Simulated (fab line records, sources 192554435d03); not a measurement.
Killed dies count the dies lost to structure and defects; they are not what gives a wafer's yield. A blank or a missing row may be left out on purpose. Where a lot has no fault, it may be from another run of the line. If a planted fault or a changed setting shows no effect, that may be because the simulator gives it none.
Split-lot experiment + flow n5 finfet + 7 lots, 39 wafers read, on a route of 1938 steps

== THE SPLIT ==
At N5_PASSIVATION_DEVELOP_43 (develop time 60 s), the setting develop time s was moved away from the recipe's 60 s on 15 of the 39 wafers read, by -57.7% to +52.2%. This setting was run at the recipe's value on the other wafers.

== FROM SPLIT TO READING: 1 step shown by the file between the two ==
- N5_PASSIVATION_HARDBAKE_45: time 120 s

== THE READING ==
cd nm (nm) at N5_PASSIVATION_CD_MEAS_44, where the cd target is 40000 nm. A value of 40000 nm with a standard deviation of 3.7 nm is what fault-free wafers of this fab line usually give.

| wafer  | tool, chamber at the split | develop time s as run, s | against the recipe | cd nm, nm | against lot-mates on the recipe |
|--------|----------------------------|--------------------------|--------------------|-----------|---------------------------------|
| L074.1 | litho track-03, 0          | 60                       | recipe             | 39998     | -                               |
| L074.2 | litho track-03, 0          | 25.38                    | -57.7%             | 39956     | -43                             |
| L074.3 | litho track-03, 0          | 25.38                    | -57.7%             | 39963     | -36                             |
| L074.4 | litho track-03, 0          | 25.38                    | -57.7%             | 39956     | -43                             |
| L074.5 | litho track-03, 0          | 60                       | recipe             | 40002     | -                               |
| L074.6 | litho track-03, 0          | 60                       | recipe             | 39998     | -                               |
| L082.1 | litho track-01, 0          | 72.85                    | +21.4%             | 40004     | +3                              |
| L082.2 | litho track-01, 0          | 60                       | recipe             | 40000     | -                               |
| L082.3 | litho track-01, 0          | 72.85                    | +21.4%             | 40001     | +0                              |
| L082.4 | litho track-01, 0          | 60                       | recipe             | 39998     | -                               |
| L082.5 | litho track-01, 0          | 60                       | recipe             | 40004     | -                               |
| L082.6 | litho track-01, 0          | 72.85                    | +21.4%             | 40014     | +13                             |
| L080.1 | litho track-04, 0          | 60                       | recipe             | 40000     | -                               |
| L080.3 | litho track-04, 0          | 60                       | recipe             | 39997     | -                               |
| L080.5 | litho track-04, 0          | 60                       | recipe             | 39998     | -                               |
| L081.1 | litho track-01, 0          | 40                       | -33.3%             | 39984     | -16                             |
| L081.2 | litho track-01, 0          | 60                       | recipe             | 40005     | -                               |
| L081.3 | litho track-01, 0          | 40                       | -33.3%             | 39977     | -23                             |
| L081.4 | litho track-01, 0          | 60                       | recipe             | 40000     | -                               |
| L081.5 | litho track-01, 0          | 40                       | -33.3%             | 39976     | -24                             |
| L081.6 | litho track-01, 0          | 60                       | recipe             | 39996     | -                               |
| L083.1 | litho track-04, 0          | 60                       | recipe             | 39998     | -                               |
| L083.2 | litho track-04, 0          | 91.29                    | +52.2%             | 40011     | +12                             |
| L083.3 | litho track-04, 0          | 91.29                    | +52.2%             | 40013     | +14                             |
| L083.4 | litho track-04, 0          | 91.29                    | +52.2%             | 40015     | +16                             |
| L083.5 | litho track-04, 0          | 60                       | recipe             | 39998     | -                               |
| L083.6 | litho track-04, 0          | 60                       | recipe             | 40000     | -                               |
| L090.1 | litho track-01, 0          | 49.56                    | -17.4%             | 39994     | -7                              |
| L090.2 | litho track-01, 0          | 60                       | recipe             | 39995     | -                               |
| L090.3 | litho track-01, 0          | 60                       | recipe             | 40002     | -                               |
| L090.4 | litho track-01, 0          | 49.56                    | -17.4%             | 39997     | -4                              |
| L090.5 | litho track-01, 0          | 60                       | recipe             | 40006     | -                               |
| L090.6 | litho track-01, 0          | 49.56                    | -17.4%             | 39986     | -15                             |
| L096.1 | litho track-01, 0          | 60                       | recipe             | 39995     | -                               |
| L096.2 | litho track-01, 0          | 60                       | recipe             | 39997     | -                               |
| L096.3 | litho track-01, 0          | 60                       | recipe             | 39994     | -                               |
| L096.4 | litho track-01, 0          | 60                       | recipe             | 39997     | -                               |
| L096.5 | litho track-01, 0          | 60                       | recipe             | 40002     | -                               |
| L096.6 | litho track-01, 0          | 60                       | recipe             | 40006     | -                               |

THE FIT
A straight line over all 39 wafers: cd nm changes by +0.498 nm for each +1% of develop time s; r = +0.90; the points scatter about the line by 5.9 nm.
The same after taking each lot's own level away (the mean of its wafers on the recipe; 39 wafers): +0.506 nm for each +1%; r = +0.91; scatter 5.7 nm.
That fit puts the effect of the largest move of develop time s on the reading at 29 nm.
Across the lots, their own levels run from 39998.3 to 40001.0 nm, a range of 0.7 times the standard deviation given above.
The two slopes are in agreement: the lot-to-lot level therefore moves the slope only a little.
Check: for one of the wafers moved furthest among these (-57.7%), held out of the fit, the line's prediction against its lot-mates is -29.6 nm. It came out at -43.3 nm against them.

== OTHER SPLITS APPLIED TO THESE WAFERS ==
Other splits were also applied to these wafers ahead of the reading. Each is held against what the fit with the lots' levels taken away leaves over:
| other split on the same wafers      | wafers away from the commonest value | r with cd nm (lot level and that fit taken away) |
|-------------------------------------|--------------------------------------|--------------------------------------------------|
| N5_BEOL_M9_ILD_DEP_00 time s        | 15                                   | -0.09                                            |
| N5_BEOL_M9_DEP_56 target thk a      | 18                                   | -0.12                                            |
| N5_BEOL_M13_SPUTTER_44 target thk a | 15                                   | -0.06                                            |
| N5_BEOL_M15_SPUTTER_44 time s       | 18                                   | -0.08                                            |

== THE FILE'S OWN FIT ==
cd nm changes by +0.511 nm for each +1% of develop time s, r = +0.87.
